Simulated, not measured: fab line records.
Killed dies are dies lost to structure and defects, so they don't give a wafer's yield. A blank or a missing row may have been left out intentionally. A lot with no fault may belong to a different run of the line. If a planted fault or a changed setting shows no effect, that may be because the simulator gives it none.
fab line records    flow n5_finfet
[record] lots = 12  wafers = 33  last_day = 17
route steps=1938 shown BEOL_M15@1774 PASSIVATION@1936
lots that met no fault: from a run of the same line without faults
start_h: hours from the record's first day to the start of the lot's first wafer shown    wait_h: time in hours since the lot's previous step    " the same as in the row above    L1.1+2: a single row standing in for several wafers    - value missing, or start not given    * or withheld: withheld    < > ~ a bound
route shown NAME@n: a module of which the file shows steps, and the number in the route of the first    usual: average and standard deviation across the fault-free wafers    same: alike in all rows    chamber/n: place in a boat    sites: the reading at each site    _std_site: their standard deviation    _edge_site: inner sites' mean taken away from outer sites' mean    radius_mm: for every site, how far away it sits from the centre of the wafer    mask NAME#n: copy n    behind: the tool/chamber that last shaped the wafer    hold: what put the lot on hold/how long, in hours/how the hold closed    device: transistor that didn't switch, given as n, p or np    end of line: the tests these same wafers got at the end of their route    a step with no rows: only its recipe    killed: not the wafer's yield, but the dies lost to structure and defects at the first sort    map: a wafer's dies, x killed, . not, _ none there
set.NAME: the setting as run; set.NAME@STEP: as run at that earlier step    model.NAME: the simulator's own value behind a step, which no gauge read
route steps across a sampled set of lots; one table per step, one row per wafer
services: a tool's chamber out of use, with start hour (start_h, from the record's first day; less than 0 if before it), hours out, and reason
[[steps]]
[step N5_BEOL_M15_THK_MEAS_01]
[recipe] reads = SiO2_of_BEOL_M15_ILD_DEP_00
[usual] M15_ILD_THK = 1632/23
lot.wafer  tool           chamber  start_h  wait_h  M15_ILD_THK[nm]
L608.2     film_metro-02  -        245.75   0.1     1606
L608.3     "              -        "        "       1651
L608.4     "              -        "        "       1653
L609.2     film_metro-02  -        246.04   0.1     1600
L609.4     "              -        "        "       1645
L609.5     "              -        "        "       1656
L610.1     film_metro-01  -        259.54   0.1     1605
L610.3     "              -        "        "       1590
L610.4     "              -        "        "       1646
L611.1     film_metro-02  -        260.76   0.1     1598
L611.4     "              -        "        "       1643
L611.6     "              -        "        "       1615
L612.1     film_metro-02  -        265.33   0.1     1633
L612.3     "              -        "        "       1612
L612.6     "              -        "        "       1623
L613.1     film_metro-02  -        274.76   0.1     1613
L613.3     "              -        "        "       1624
L613.5     "              -        "        "       1648
L615.1     film_metro-01  -        291.49   0.1     1627
L615.2     "              -        "        "       1632
L615.3     "              -        "        "       1588
L618.1     film_metro-01  -        325.77   0.2     1614
L618.3     "              -        "        "       1662
L620.2     film_metro-01  -        326.13   0.1     1624
L620.3     "              -        "        "       1621
L620.4     "              -        "        "       1651
L622.2     film_metro-01  -        330.92   0.1     1574
L623.1     film_metro-02  -        341.05   0.1     1658
L623.5     "              -        "        "       1656
L623.6     "              -        "        "       1626
L629.1     film_metro-02  -        384.48   0.1     1591
L629.3     "              -        "        "       1617
L629.4     "              -        "        "       1651
[step N5_BEOL_M15_DESCUM_15]
[recipe] chemistry = O2  time_s = 7.9  source_power_w = 50  bias_power_w = 20  pressure_mtorr = 20  rf_frequency_hz = 2.712e+07  temp_c = 40  o2_flow_sccm = 225
[usual] bias_power_w = 20.00/0.06  drypump_motor_current_A = 5.6/0.48  oes_product_au = 0.78/0.09  rf_vpp_V = 244.2/1.3  showerhead_plenum_p_Torr = 2.15/0.062  throttle_valve_pct = 20.48/0.27
lot.wafer  tool         chamber  start_h  wait_h  bias_power_w  drypump_motor_current_A  oes_product_au  rf_hours_counter_h  rf_vpp_V  showerhead_plenum_p_Torr  throttle_valve_pct
L608.2     rie_diel-06  2        246.27   0.0     20.04         5.9                      0.93            6                   242.3     2.05                      20.30
L608.3     "            0        "        "       20.05         5.1                      0.72            175                 240.2     1.98                      20.41
L608.4     "            1        "        "       19.98         6.6                      0.85            57                  243.1     2.20                      20.00
L609.2     rie_diel-02  3        246.43   0.0     20.00         5.5                      0.73            171                 245.3     2.16                      20.58
L609.4     "            2        "        "       19.96         5.0                      0.94            22                  244.1     2.21                      19.98
L609.5     "            1        "        "       19.99         5.7                      0.94            -                   245.5     2.23                      20.66
L610.1     rie_diel-06  3        260.06   0.0     19.97         6.5                      0.72            179                 245.8     2.17                      20.30
L610.3     "            0        "        "       19.99         5.1                      0.72            179                 241.1     1.98                      20.41
L610.4     "            1        "        "       19.99         6.6                      0.84            61                  245.1     2.20                      20.02
L611.1     rie_diel-02  1        261.15   0.0     20.01         5.6                      0.95            23                  244.7     2.22                      20.67
L611.4     "            3        "        "       20.08         5.5                      0.73            174                 245.0     2.16                      20.58
L611.6     "            1        "        "       19.96         5.6                      0.94            -                   244.3     2.22                      20.67
L612.1     rie_diel-06  2        265.72   0.0     20.05         5.9                      0.91            12                  242.3     2.05                      20.30
L612.3     "            3        "        "       19.97         6.5                      0.72            181                 244.3     2.17                      20.30
L612.6     "            3        "        "       19.94         6.5                      0.71            -                   244.5     2.17                      20.31
L613.1     rie_diel-02  2        275.15   0.0     19.98         5.0                      0.92            29                  246.2     2.21                      19.98
L613.3     "            3        "        "       20.10         5.5                      0.73            178                 244.3     2.15                      20.59
L613.5     "            3        "        "       20.06         5.5                      0.72            -                   244.9     2.16                      20.58
L615.1     rie_diel-02  0        291.89   0.0     20.05         5.1                      0.71            188                 244.2     2.17                      20.87
L615.2     "            3        "        "       19.85         5.5                      0.72            182                 245.2     2.15                      20.59
L615.3     "            2        "        "       19.96         5.0                      0.90            33                  245.3     2.20                      20.02
L618.1     rie_diel-02  2        326.28   0.2     20.03         5.0                      0.89            42                  244.0     2.20                      20.02
L618.3     "            1        "        "       19.91         5.6                      0.90            41                  245.7     2.22                      20.70
L620.2     rie_diel-05  1        327.12   0.5     19.94         5.7                      0.82            92                  243.4     2.12                      20.53
L620.3     "            2        "        "       20.01         5.0                      0.69            237                 243.8     2.13                      20.81
L620.4     "            2        "        "       20.06         5.0                      0.68            -                   244.6     2.13                      20.81
L622.2     rie_diel-02  1        331.73   0.5     19.93         5.6                      0.89            43                  245.6     2.22                      20.72
L623.1     rie_diel-05  1        341.57   0.0     20.08         5.7                      0.81            99                  244.1     2.12                      20.57
L623.5     "            1        "        "       20.11         5.7                      0.81            -                   245.4     2.12                      20.56
L623.6     "            0        "        "       20.01         6.2                      0.95            -                   243.5     2.22                      20.23
L629.1     rie_diel-05  0        385.32   0.4     20.07         6.1                      0.89            17                  245.6     2.22                      20.25
L629.3     "            1        "        "       20.03         5.7                      0.80            113                 242.5     2.11                      20.60
L629.4     "            3        "        "       19.95         5.6                      0.69            -                   243.7     2.16                      20.36
[step N5_BEOL_M15_ETCH_57]
[recipe] chemistry = N2/H2  target = SOC  source_w = 3000  bias_w = 350  time_s = 750  ion_energy_ev = 200  pressure_mtorr = 30  n2_flow_sccm = 200  h2_flow_sccm = 200
[usual] drypump_motor_current_A = 5.7/0.54  oes_product_au = 0.78/0.085  rf_vpp_V = 525.4/2.7  showerhead_plenum_p_Torr = 2.60/0.096  throttle_valve_pct = 17.84/0.29
lot.wafer  tool         chamber  start_h  wait_h  drypump_motor_current_A  oes_product_au  rf_hours_counter_h  rf_vpp_V  showerhead_plenum_p_Torr  throttle_valve_pct
L608.2     rie_diel-05  2        246.92   -       5.0                      0.70            212                 526.4     2.64                      18.48
L608.3     "            3        "        "       5.6                      0.72            185                 525.9     2.65                      17.72
L608.4     "            1        "        "       5.7                      0.83            68                  524.1     2.57                      17.85
L609.2     rie_diel-06  1        247.07   -       6.6                      0.84            58                  527.3     2.70                      17.48
L609.4     "            2        "        "       5.9                      0.93            7                   522.2     2.50                      17.70
L609.5     "            3        "        "       6.5                      0.72            -                   527.1     2.64                      17.70
L610.1     rie_diel-06  2        260.66   -       5.9                      0.92            11                  523.9     2.49                      17.69
L610.3     "            0        "        "       5.1                      0.71            179                 521.6     2.41                      17.70
L610.4     "            3        "        "       6.5                      0.72            180                 526.0     2.63                      17.71
L611.1     rie_diel-06  3        261.82   -       6.5                      0.72            180                 526.5     2.63                      17.73
L611.4     "            2        "        "       5.9                      0.92            11                  522.7     2.49                      17.66
L611.6     "            2        "        "       5.9                      0.93            -                   521.5     2.49                      17.70
L612.1     rie_diel-06  2        266.32   -       5.9                      0.92            13                  520.9     2.49                      17.68
L612.3     "            1        "        "       6.6                      0.84            63                  527.6     2.69                      17.49
L612.6     "            3        "        "       6.5                      0.72            -                   526.9     2.63                      17.73
L613.1     rie_diel-02  0        275.76   -       5.2                      0.71            184                 528.0     2.62                      18.05
L613.3     "            2        "        "       5.0                      0.92            29                  528.4     2.70                      17.31
L613.5     "            3        "        "       5.5                      0.72            -                   526.8     2.64                      18.00
L615.1     rie_diel-02  0        292.49   -       5.2                      0.71            189                 525.6     2.62                      18.05
L615.2     "            1        "        "       5.7                      0.91            32                  528.5     2.71                      18.17
L615.3     "            2        "        "       5.0                      0.90            33                  527.7     2.69                      17.34
L618.1     rie_diel-02  0        326.98   -       5.2                      0.69            199                 526.2     2.61                      18.05
L618.3     "            1        "        "       5.7                      1.14            41                  527.0     2.71                      18.18
L620.2     rie_diel-02  1        327.72   -       5.6                      0.91            41                  529.2     2.71                      18.18
L620.3     "            2        "        "       5.0                      1.13            43                  529.0     2.69                      17.35
L620.4     "            0        "        "       5.2                      0.70            199                 526.2     2.61                      18.08
L622.2     rie_diel-02  1        332.41   -       5.7                      0.89            44                  528.5     2.71                      18.18
L623.1     rie_diel-05  2        342.16   -       5.0                      0.69            243                 525.6     2.63                      18.54
L623.5     "            2        "        "       5.0                      0.69            -                   526.2     2.63                      18.55
L623.6     "            0        "        "       6.1                      0.95            -                   528.5     2.71                      17.63
L629.1     rie_diel-06  3        386.05   -       6.5                      0.70            218                 524.2     2.62                      17.78
L629.3     "            1        "        "       6.6                      0.79            97                  527.5     2.68                      17.56
L629.4     "            0        "        "       5.1                      0.69            -                   520.5     2.40                      17.78
[step N5_BEOL_M15_OVL_MEAS_29]
[recipe] points_per_wafer = 44
[usual] M15_OVL = -5/5.4
lot.wafer  tool        chamber  start_h  wait_h  M15_OVL[nm]
L608.2     overlay-02  0        247.73   0.0     0
L608.3     "           0        "        "       -5
L608.4     "           0        "        "       -11
L609.2     overlay-01  0        247.99   0.0     -4
L609.4     "           0        "        "       -1
L609.5     "           0        "        "       -16
L610.1     overlay-02  0        261.59   0.0     -10
L610.3     "           0        "        "       -2
L610.4     "           0        "        "       -1
L611.1     overlay-01  0        262.75   0.0     -2
L611.4     "           0        "        "       -9
L611.6     "           0        "        "       -13
L612.1     overlay-01  0        267.12   0.0     -11
L612.3     "           0        "        "       -7
L612.6     "           0        "        "       -15
L613.1     overlay-02  0        276.69   0.0     -3
L613.3     "           0        "        "       -6
L613.5     "           0        "        "       -11
L615.1     overlay-01  0        293.41   0.0     0
L615.2     "           0        "        "       1
L615.3     "           0        "        "       -10
L618.1     overlay-01  0        327.91   0.0     -12
L618.3     "           0        "        "       -18
L620.2     overlay-01  0        328.52   0.0     -4
L620.3     "           0        "        "       -4
L620.4     "           0        "        "       -7
L622.2     overlay-02  0        333.21   0.0     -9
L623.1     overlay-01  0        342.97   0.0     -12
L623.5     "           0        "        "       -5
L623.6     "           0        "        "       -8
L629.1     overlay-01  0        386.98   0.0     -5
L629.3     "           0        "        "       -2
L629.4     "           0        "        "       -6
[step N5_PASSIVATION_PROBE_49]
[usual] defect_limited_yield = 91.4/1.4  killed_at_M0_to_M3 = 31/10  killed_at_M4_up = 14/5.6  killed_at_contacts = 13/6.3  killed_at_front_end = 39/10  killed_at_other = 4/3.1  killed_dies = 101/16  killed_open = 65/13  killed_short = 34/7.2  sort_bin_4_leakage = 0.00/0.007  sort_bin_5_function = 5.1/0.88  sort_bin_6_memory = 3.2/0.66  sort_n_pass = 1079/16  sort_yield_pct = 91.4/1.4
[same] gross_dies = 1180  killed_at_back_side = 0  sort_bin_8_speed[%] = 0
lot.wafer  tool       chamber  start_h  wait_h  defect_limited_yield[%]  killed_at_M0_to_M3  killed_at_M4_up  killed_at_contacts  killed_at_front_end  killed_at_other  killed_dies  killed_open  killed_short  sort_bin_4_leakage[%]  sort_bin_5_function[%]  sort_bin_6_memory[%]  sort_n_pass  sort_yield_pct[%]
L608.2     prober-01  -        274.71   0.1     88.6                     45                  10               18                  58                   3                134          97           34            0                      6.7                     4.2                   1046         88.6
L608.3     prober-01  -        274.76   0.1     90.1                     32                  15               11                  57                   2                117          75           40            0                      6.1                     3.4                   1063         90.1
L608.4     prober-01  -        274.81   0.2     91.8                     30                  12               15                  38                   2                97           65           32            0                      4.4                     3.6                   1083         91.8
L609.2     prober-01  -        279.08   0.1     90.2                     25                  12               23                  40                   16               116          78           38            0                      5.8                     3.8                   1064         90.2
L609.4     prober-01  -        279.18   0.2     91.8                     27                  5                12                  41                   12               97           70           26            0                      5.0                     3.0                   1083         91.8
L609.5     prober-01  -        279.23   0.2     90.8                     34                  8                12                  48                   7                109          67           38            0                      5.1                     3.5                   1071         90.8
L610.1     prober-02  -        279.56   0.0     89.7                     32                  10               19                  55                   5                121          74           45            0                      5.7                     4.2                   1059         89.7
L610.3     prober-02  -        279.66   0.1     91.7                     35                  21               19                  21                   2                98           69           27            0                      4.9                     3.2                   1082         91.7
L610.4     prober-02  -        279.71   0.2     90.9                     34                  9                19                  39                   6                107          74           33            0                      5.8                     3.0                   1073         90.9
L611.1     prober-01  -        284.85   0.0     89.1                     17                  19               5                   83                   5                129          80           42            0                      5.7                     4.2                   1051         89.1
L611.4     prober-01  -        285.00   0.2     86.8                     47                  22               27                  56                   4                156          113          42            0                      7.9                     4.7                   1024         86.8
L611.6     prober-01  -        285.10   0.3     91.5                     17                  16               18                  46                   3                100          69           28            0                      4.6                     3.3                   1080         91.5
L612.1     prober-02  -        286.84   0.0     90.8                     44                  16               5                   34                   10               109          74           35            0                      6.5                     2.6                   1071         90.8
L612.3     prober-02  -        286.94   0.1     90.3                     43                  32               12                  22                   5                114          80           32            0                      5.8                     3.6                   1066         90.3
L612.6     prober-02  -        287.09   0.3     91.8                     32                  20               12                  28                   5                97           62           35            0                      4.7                     3.2                   1083         91.8
L613.1     prober-02  -        294.41   0.0     90.0                     34                  17               15                  47                   5                118          81           34            0                      5.7                     3.7                   1062         90.0
L613.3     prober-02  -        294.51   0.1     89.6                     39                  14               24                  36                   10               123          78           42            0                      5.4                     4.6                   1057         89.6
L613.5     prober-02  -        294.61   0.2     90.8                     47                  9                20                  26                   7                109          81           28            0.08                   5.3                     3.6                   1070         90.7
L615.1     prober-01  -        316.07   0.0     90.8                     45                  9                22                  29                   3                108          71           37            0                      5.6                     3.1                   1072         90.8
L615.2     prober-01  -        316.12   0.1     91.6                     37                  10               14                  34                   4                99           63           35            0                      5.1                     3.1                   1081         91.6
L615.3     prober-01  -        316.17   0.1     93.1                     31                  3                5                   37                   5                81           46           35            0                      4.2                     2.6                   1099         93.1
L618.1     prober-01  -        344.96   0.0     92.5                     33                  14               16                  24                   2                89           61           28            0                      3.9                     3.2                   1091         92.5
L618.3     prober-01  -        345.06   0.1     93.0                     21                  17               8                   36                   1                83           65           18            0                      4.3                     2.6                   1097         93.0
L620.2     prober-01  -        346.59   0.1     91.8                     33                  11               17                  32                   4                97           57           40            0                      5.0                     3.0                   1083         91.8
L620.3     prober-01  -        346.64   0.1     88.9                     55                  21               18                  37                   0                131          81           47            0                      6.9                     3.6                   1049         88.9
L620.4     prober-01  -        346.69   0.2     91.5                     36                  14               19                  27                   4                100          68           29            0                      5.9                     2.3                   1080         91.5
L622.2     prober-02  -        351.06   0.1     91.8                     22                  16               21                  34                   4                97           60           37            0                      4.0                     3.6                   1083         91.8
L623.1     prober-01  -        362.12   0.0     92.0                     21                  21               15                  36                   1                94           57           33            0                      4.5                     3.2                   1086         92.0
L623.5     prober-01  -        362.32   0.2     91.9                     30                  17               13                  33                   3                96           65           29            0                      4.9                     2.6                   1084         91.9
L623.6     prober-01  -        362.37   0.3     92.1                     22                  20               15                  36                   0                93           64           26            0                      5.2                     2.5                   1087         92.1
L629.1     prober-02  -        405.17   0.0     92.3                     29                  13               19                  29                   1                91           47           42            0                      4.7                     2.9                   1089         92.3
L629.3     prober-02  -        405.27   0.1     92.3                     28                  12               10                  36                   5                91           56           30            0                      4.2                     2.6                   1089         92.3
L629.4     prober-02  -        405.32   0.2     91.0                     31                  20               8                   41                   6                106          64           39            0                      5.8                     2.7                   1074         91.0
// killed by level:class
L608.2 STI_FIN_REVEAL:geometric_particle:open=16 MOL_CONTACT_COAG:geometric_particle:open=15 FIN_SAQP:geometric_particle:open=14 BEOL_M0_SAQP:geometric_particle:open=10 BEOL_M3:geometric_particle:open=10 BEOL_M0_SAQP:geometric_particle:short=9 FIN_SAQP:geometric_particle:short=8 BEOL_M1:geometric_particle:open=4
L608.3 FIN_SAQP:geometric_particle:open=11 STI_FIN_REVEAL:geometric_particle:open=10 MOL_CONTACT_COAG:geometric_particle:open=10 FIN_SAQP:geometric_particle:short=9 BEOL_M0_SAQP:geometric_particle:open=7 ILD0:geometric_particle:short=6 BEOL_M0_SAQP:geometric_particle:short=6 BEOL_M2:geometric_particle:open=6
L608.4 MOL_CONTACT_COAG:geometric_particle:open=10 FIN_SAQP:geometric_particle:open=9 STI_FIN_REVEAL:geometric_particle:open=7 BEOL_M3:geometric_particle:open=6 BEOL_M1:geometric_particle:open=6 FIN_SAQP:geometric_particle:short=5 BEOL_M0_SAQP:geometric_particle:open=5 MOL_CONTACT_COAG:geometric_particle:short=5
L609.2 MOL_CONTACT_COAG:geometric_particle:open=16 STI_FIN_REVEAL:geometric_particle:open=13 FIN_SAQP:geometric_particle:short=8 BEOL_M3:geometric_particle:open=8 FIN_SAQP:geometric_particle:open=7 MOL_CONTACT_COAG:geometric_particle:short=7 BEOL_M5:geometric_particle:open=5 MIM_TOP:geometric_particle:open=5
L609.4 FIN_SAQP:geometric_particle:open=11 MOL_CONTACT_COAG:geometric_particle:open=11 BEOL_M3:geometric_particle:open=11 STI_FIN_REVEAL:geometric_particle:open=5 STARTING-WAFER:geometric_particle:open=5 STARTING-WAFER:geometric_particle:short=5 DUMMY_GATE:geometric_particle:open=4 MIM_TOP:geometric_particle:open=4
L609.5 STI_FIN_REVEAL:geometric_particle:open=11 BEOL_M3:geometric_particle:open=10 FIN_SAQP:geometric_particle:short=9 MOL_CONTACT_COAG:geometric_particle:open=9 BEOL_M0_SAQP:geometric_particle:short=9 BEOL_M5:geometric_particle:open=7 FIN_SAQP:geometric_particle:open=6 BEOL_M0:geometric_particle:open=5
L610.1 STI_FIN_REVEAL:geometric_particle:open=14 MOL_CONTACT_COAG:geometric_particle:open=11 BEOL_M0_SAQP:geometric_particle:short=9 FIN_SAQP:geometric_particle:open=8 BEOL_M0_SAQP:geometric_particle:open=8 MOL_CONTACT_COAG:geometric_particle:short=7 FIN_SAQP:geometric_particle:short=6 STI_FIN_REVEAL:geometric_particle:short=5
L610.3 MOL_CONTACT_COAG:geometric_particle:open=15 BEOL_M4:geometric_particle:open=15 BEOL_M0_SAQP:geometric_particle:short=7 BEOL_M0_SAQP:geometric_particle:open=7 BEOL_M2:geometric_particle:open=6 FIN_SAQP:geometric_particle:open=5 FIN_SAQP:geometric_particle:short=5 BEOL_M3:geometric_particle:open=5
L610.4 MOL_CONTACT_COAG:geometric_particle:open=16 BEOL_M2:geometric_particle:open=13 FIN_SAQP:geometric_particle:open=10 FIN_SAQP:geometric_particle:short=9 BEOL_M0_SAQP:geometric_particle:short=9 STI_FIN_REVEAL:geometric_particle:open=6 DUMMY_GATE:geometric_particle:open=3 GATE_CUT:geometric_particle:open=3
L611.1 FIN_SAQP:geometric_particle:open=27 STI_FIN_REVEAL:geometric_particle:open=21 FIN_SAQP:geometric_particle:short=15 BEOL_M0_SAQP:geometric_particle:short=7 BEOL_M4:geometric_particle:open=7 BEOL_M4:geometric_particle:short=4 HKMG_FIN:area_etch=4 MOL_CONTACT_COAG:geometric_particle:open=3
L611.4 STI_FIN_REVEAL:geometric_particle:open=34 MOL_CONTACT_COAG:geometric_particle:open=19 BEOL_M1:geometric_particle:open=10 MOL_CONTACT_COAG:geometric_particle:short=8 BEOL_M0_SAQP:geometric_particle:open=7 BEOL_M1:geometric_particle:short=7 FIN_SAQP:geometric_particle:open=6 STI_FIN_REVEAL:geometric_particle:short=6
L611.6 FIN_SAQP:geometric_particle:open=13 MOL_CONTACT_COAG:geometric_particle:open=13 STI_FIN_REVEAL:geometric_particle:open=10 BEOL_M3:geometric_particle:open=8 MOL_CONTACT_COAG:geometric_particle:short=5 GATE_CUT:geometric_particle:short=4 BEOL_M4:geometric_particle:open=4 FIN_SAQP:geometric_particle:short=3
L612.1 BEOL_M3:geometric_particle:open=10 BEOL_M2:geometric_particle:open=9 DUMMY_GATE:geometric_particle:open=9 BEOL_M0_SAQP:geometric_particle:short=8 BEOL_M0_SAQP:geometric_particle:open=8 BEOL_M4:geometric_particle:short=6 BEOL_M1:geometric_particle:open=6 FIN_SAQP:geometric_particle:open=5
L612.3 BEOL_M4:geometric_particle:open=21 BEOL_M2:geometric_particle:open=14 BEOL_M0_SAQP:geometric_particle:short=10 MOL_CONTACT_COAG:geometric_particle:open=9 BEOL_M3:geometric_particle:open=7 STI_FIN_REVEAL:geometric_particle:open=5 STARTING-WAFER:geometric_particle:open=4 FIN_SAQP:geometric_particle:short=3
L612.6 BEOL_M4:geometric_particle:open=14 MOL_CONTACT_COAG:geometric_particle:open=7 BEOL_M0_SAQP:geometric_particle:short=7 STI_FIN_REVEAL:geometric_particle:open=6 BEOL_M0_SAQP:geometric_particle:open=6 MOL_CONTACT_COAG:geometric_particle:short=5 BEOL_M3:geometric_particle:open=5 BEOL_M3:geometric_particle:short=4
L613.1 BEOL_M3:geometric_particle:open=14 MOL_CONTACT_COAG:geometric_particle:open=10 FIN_SAQP:geometric_particle:open=8 BEOL_M5:geometric_particle:open=8 FIN_SAQP:geometric_particle:short=7 STI_FIN_REVEAL:geometric_particle:open=7 BEOL_M0_SAQP:geometric_particle:short=7 DUMMY_GATE:geometric_particle:open=6
L613.3 MOL_CONTACT_COAG:geometric_particle:open=17 BEOL_M0_SAQP:geometric_particle:open=10 GATE_CUT:geometric_particle:short=8 BEOL_M3:geometric_particle:open=8 FIN_SAQP:geometric_particle:open=7 MOL_CONTACT_COAG:geometric_particle:short=7 BEOL_M1:geometric_particle:open=7 BEOL_M0_SAQP:geometric_particle:short=5
L613.5 MOL_CONTACT_COAG:geometric_particle:open=18 BEOL_M3:geometric_particle:open=15 BEOL_M0_SAQP:geometric_particle:open=13 BEOL_M0_SAQP:geometric_particle:short=9 STI_FIN_REVEAL:geometric_particle:open=6 DUMMY_GATE:geometric_particle:open=5 BEOL_M1:geometric_particle:open=4 BEOL_M2:geometric_particle:open=3
L615.1 MOL_CONTACT_COAG:geometric_particle:open=16 BEOL_M1:geometric_particle:open=10 BEOL_M0_SAQP:geometric_particle:short=8 BEOL_M3:geometric_particle:open=8 STI_FIN_REVEAL:geometric_particle:open=7 BEOL_M0_SAQP:geometric_particle:open=7 MOL_CONTACT_COAG:geometric_particle:short=6 GATE_CUT:geometric_particle:short=5
L615.2 MOL_CONTACT_COAG:geometric_particle:open=14 BEOL_M0_SAQP:geometric_particle:short=10 BEOL_M0_SAQP:geometric_particle:open=7 STI_FIN_REVEAL:geometric_particle:open=6 BEOL_M3:geometric_particle:open=6 BEOL_M4:geometric_particle:open=5 FIN_SAQP:geometric_particle:open=4 FIN_SAQP:geometric_particle:short=4
L615.3 BEOL_M0_SAQP:geometric_particle:open=9 STI_FIN_REVEAL:geometric_particle:short=8 STI_FIN_REVEAL:geometric_particle:open=8 BEOL_M0_SAQP:geometric_particle:short=6 BEOL_M3:geometric_particle:open=6 GATE_CUT:geometric_particle:short=5 BEOL_M1:geometric_particle:open=5 FIN_SAQP:geometric_particle:open=3
L618.1 MOL_CONTACT_COAG:geometric_particle:open=13 BEOL_M3:geometric_particle:open=7 FIN_SAQP:geometric_particle:open=6 BEOL_M4:geometric_particle:open=6 BEOL_M1:geometric_particle:open=6 BEOL_M2:geometric_particle:open=5 STI_FIN_REVEAL:geometric_particle:open=4 BEOL_M0_SAQP:geometric_particle:open=4
L618.3 STI_FIN_REVEAL:geometric_particle:open=14 MOL_CONTACT_COAG:geometric_particle:open=8 BEOL_M2:geometric_particle:open=7 BEOL_M4:geometric_particle:open=7 FIN_SAQP:geometric_particle:open=5 BEOL_M0_SAQP:geometric_particle:open=4 STARTING-WAFER:geometric_particle:open=4 FIN_SAQP:geometric_particle:short=3
L620.2 BEOL_M0_SAQP:geometric_particle:short=13 MOL_CONTACT_COAG:geometric_particle:open=12 BEOL_M4:geometric_particle:open=8 FIN_SAQP:geometric_particle:open=7 BEOL_M0:geometric_particle:open=7 FIN_SAQP:geometric_particle:short=6 STI_FIN_REVEAL:geometric_particle:open=6 MOL_CONTACT_COAG:geometric_particle:short=5
L620.3 BEOL_M0_SAQP:geometric_particle:short=16 MOL_CONTACT_COAG:geometric_particle:open=16 FIN_SAQP:geometric_particle:short=12 BEOL_M0_SAQP:geometric_particle:open=10 BEOL_M3:geometric_particle:open=9 BEOL_M4:geometric_particle:open=9 STI_FIN_REVEAL:geometric_particle:open=7 BEOL_M5:geometric_particle:open=5
L620.4 MOL_CONTACT_COAG:geometric_particle:open=15 FIN_SAQP:geometric_particle:open=8 BEOL_M0_SAQP:geometric_particle:short=8 BEOL_M0_SAQP:geometric_particle:open=7 FIN_SAQP:geometric_particle:short=6 BEOL_M0:geometric_particle:open=6 STI_FIN_REVEAL:geometric_particle:open=4 BEOL_M1:geometric_particle:short=4
L622.2 MOL_CONTACT_COAG:geometric_particle:open=14 BEOL_M5:geometric_particle:open=8 GATE_CUT:geometric_particle:short=7 MOL_CONTACT_COAG:geometric_particle:short=7 STI_FIN_REVEAL:geometric_particle:open=6 BEOL_M3:geometric_particle:open=6 STARTING-WAFER:geometric_particle:open=6 BEOL_M1:geometric_particle:open=4
L623.1 MOL_CONTACT_COAG:geometric_particle:open=10 BEOL_M4:geometric_particle:open=8 DUMMY_GATE:geometric_particle:short=6 DUMMY_GATE:geometric_particle:open=6 GATE_CUT:geometric_particle:short=6 BEOL_M0_SAQP:geometric_particle:open=6 MOL_CONTACT_COAG:geometric_particle:short=5 BEOL_M3:geometric_particle:short=5
L623.5 MOL_CONTACT_COAG:geometric_particle:open=10 FIN_SAQP:geometric_particle:open=9 BEOL_M0_SAQP:geometric_particle:open=7 BEOL_M0_SAQP:geometric_particle:short=7 BEOL_M1:geometric_particle:open=6 BEOL_M5:geometric_particle:open=6 FIN_SAQP:geometric_particle:short=4 STI_FIN_REVEAL:geometric_particle:open=4
L623.6 BEOL_M4:geometric_particle:open=11 MOL_CONTACT_COAG:geometric_particle:open=10 FIN_SAQP:geometric_particle:open=8 DUMMY_GATE:geometric_particle:open=6 BEOL_M3:geometric_particle:short=6 MOL_CONTACT_COAG:geometric_particle:short=5 BEOL_M0_SAQP:geometric_particle:open=5 BEOL_M3:geometric_particle:open=5
L629.1 MOL_CONTACT_COAG:geometric_particle:open=13 BEOL_M0_SAQP:geometric_particle:short=9 GATE_CUT:geometric_particle:short=8 BEOL_M3:geometric_particle:open=7 MOL_CONTACT_COAG:geometric_particle:short=6 DUMMY_GATE:geometric_particle:open=5 FIN_SAQP:geometric_particle:open=4 BEOL_M6:geometric_particle:open=4
L629.3 FIN_SAQP:geometric_particle:short=12 BEOL_M0_SAQP:geometric_particle:open=10 MOL_CONTACT_COAG:geometric_particle:open=9 BEOL_M4:geometric_particle:open=6 BEOL_M1:geometric_particle:open=5 HKMG_FIN:area_etch=5 BEOL_M0_SAQP:geometric_particle:short=4 DUMMY_GATE:geometric_particle:open=3
L629.4 FIN_SAQP:geometric_particle:open=8 BEOL_M3:geometric_particle:open=8 FIN_SAQP:geometric_particle:short=7 GATE_CUT:geometric_particle:short=6 MOL_CONTACT_COAG:geometric_particle:open=6 BEOL_M2:geometric_particle:open=6 STARTING-WAFER:geometric_particle:open=6 BEOL_M3:geometric_particle:short=5
[[services]]
tool         chamber  start_h  hours  kind
rie_diel-06  2        290.72   8.7    repair
rie_diel-05  0        302.92   10.6   repair
rie_diel-06  1        313.56   3.6    repair
rie_diel-06  -        324.61   2.8    pm
rie_diel-02  2        330.09   1.6    repair
rie_diel-06  0        339.69   7.4    repair
rie_diel-05  2        353.39   15.3   repair
rie_diel-05  2        377.23   -      clean
rie_diel-05  2        377.23   -      consumable_replace:focus_ring
rie_diel-05  2        377.23   21.7   scheduled_down
rie_diel-05  2        377.23   21.7   vent_cycle
rie_diel-05  -        381.65   2.8    pm
rie_diel-06  2        385.88   2.4    repair
[[key]]
[first_sign] step = N5_BEOL_M15_ETCH_57  reading = oes_product_au  direction = up  sigmas = 4.2  usual = 0.78  struck = 1.13
effect none on later readings
met_at N5_BEOL_M15_ETCH_57
struck_lots L618,L620
struck_wafers L618.3,L620.3
not_acting_at N5_BEOL_M15_THK_MEAS_01,N5_BEOL_M15_DESCUM_15,N5_BEOL_M15_OVL_MEAS_29
[fault] kind = process_parameter_drift  tool = rie_diel-02  chamber = -  onset_h = 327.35  steps = N5_BEOL_M15_ETCH_57  channel = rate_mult  offset = 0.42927  shape = step  end_h = 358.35  scope = struck_wafers_only
